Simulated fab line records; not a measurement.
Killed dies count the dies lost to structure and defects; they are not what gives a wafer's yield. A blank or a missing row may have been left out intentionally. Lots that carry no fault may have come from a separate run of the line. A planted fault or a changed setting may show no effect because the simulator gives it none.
Comparing a struck lot with a sound one    flow nand harc    14 steps out of a route of 1302
Sound: wafers L140.1, L140.3, L140.4. The struck wafers were L144.1, L144.2, L144.5. The cause is named last.
Order at every step that has rows: each side's tool, ch and its chambers, its first start. Under that, the readings that differ: sound wafers    struck wafers    difference of the means    sigmas: that difference in standard deviations of wafers without a fault.
alike: same words and numbers on both sides, and readings whose means sit less than 2 such deviations apart. not compared: any withheld reading, any reading some wafer has no value for, any bound like >300 that may hide the same value, and any number with overlapping values for which the record gives no deviation.
The two part at a step that has a row with sigmas, a row that says differs or no value, or rows on one side only. When numbers do not overlap yet have no deviation, they are printed without sigmas and do not part them. Lack of a reading on every wafer of one side parts them only where that side has two or more wafers.

first, 6 steps without rows for these wafers: NHARC_A_BLC_COAT_04 (resist thk 90 nm); NHARC_A_BLC_SOFTBAKE_05 (time 55 s); NHARC_A_BLC_EBR_06; NHARC_A_BLC_EXPOSE_07 (exposes mask A BLC, target cd 100 nm); NHARC_A_BLC_PEB_08 (peb time 65 s); NHARC_A_BLC_DEVELOP_09 (develop time 35 s).
NHARC_A_BLC_CD_MEAS_10 targets a cd of 100 nm.
  sound on cd sem-03 ch 0, day 27 23:44; struck on cd sem-03 ch 0, day 30 00:59
  alike: cd nm
NHARC_A_BLC_OVL_MEAS_11:
  sound on overlay-01 at day 27 23:50; struck on overlay-02 at day 30 01:05
  alike: overlay x nm, overlay y nm
NHARC_A_BLC_INSPECT_12:
  sound on defect inspect-02 at day 27 23:52; struck on defect inspect-02 at day 30 01:07
  alike: raw defect count
NHARC_A_BLC_DESCUM_15: chemistry O2, time 3 s.
  sound on rie diel-10 ch 0,1,3, day 27 23:56; struck on rie diel-05 ch 0,2,3, day 30 01:11
  alike: chamber pressure mTorr, drypump motor current A, oes product au, rf vpp V, showerhead plenum p Torr, throttle valve pct
  not compared: rf hours counter h
NHARC_A_BLC_ETCH_16: etches the open film in CF4, target depth 39 nm, time 65 s.
  sound on rie diel-10 ch 0,1,3, day 28 00:01; struck on rie diel-05 ch 0,1, day 30 01:16
  alike: bias w, cf4 flow sccm, chamber pressure mTorr, drypump motor current A, oes product au, rf vpp V, showerhead plenum p Torr, throttle valve pct
  not compared: rf hours counter h
NHARC_A_BLC_ETCH_17: etches the open film in N2/H2, target depth 390 nm, time 609.38 s.
  sound on rie diel-10 ch 0,2,3; struck on rie diel-05 ch 1,2
  alike: bias w, chamber pressure mTorr, drypump motor current A, h2 flow sccm, oes product au, rf vpp V, showerhead plenum p Torr, throttle valve pct
  not compared: rf hours counter h
NHARC_A_BLC_ETCH_18: etches the open film in C4F8/O2/Ar, target depth 910 nm.
  sound on rie diel-10 ch 0,1,3, day 28 00:32; struck on rie diel-05 ch 0,2,3, day 30 01:52
  no value came back on the struck wafers for any of 5 readings (bias w (W), chamber pressure mTorr (mTorr) and others); on the sound wafers bias w (W) reads 1500 1501 1504
NHARC_A_BLC_CD_MEAS_19:
  sound on cd sem-02 at day 28 00:53; struck on cd sem-02 at day 30 02:09
  alike: cd nm

== WHERE THEY PART ==
Only at NHARC_A_BLC_ETCH_18, as far as this record shows. Later steps at which nothing parts them and some readings are alike: NHARC_A_BLC_CD_MEAS_19.

WHY: the cause the simulator had injected
Step skipped in full: rie diel-05, at NHARC_A_BLC_ETCH_18, from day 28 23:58 onward. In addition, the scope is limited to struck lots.
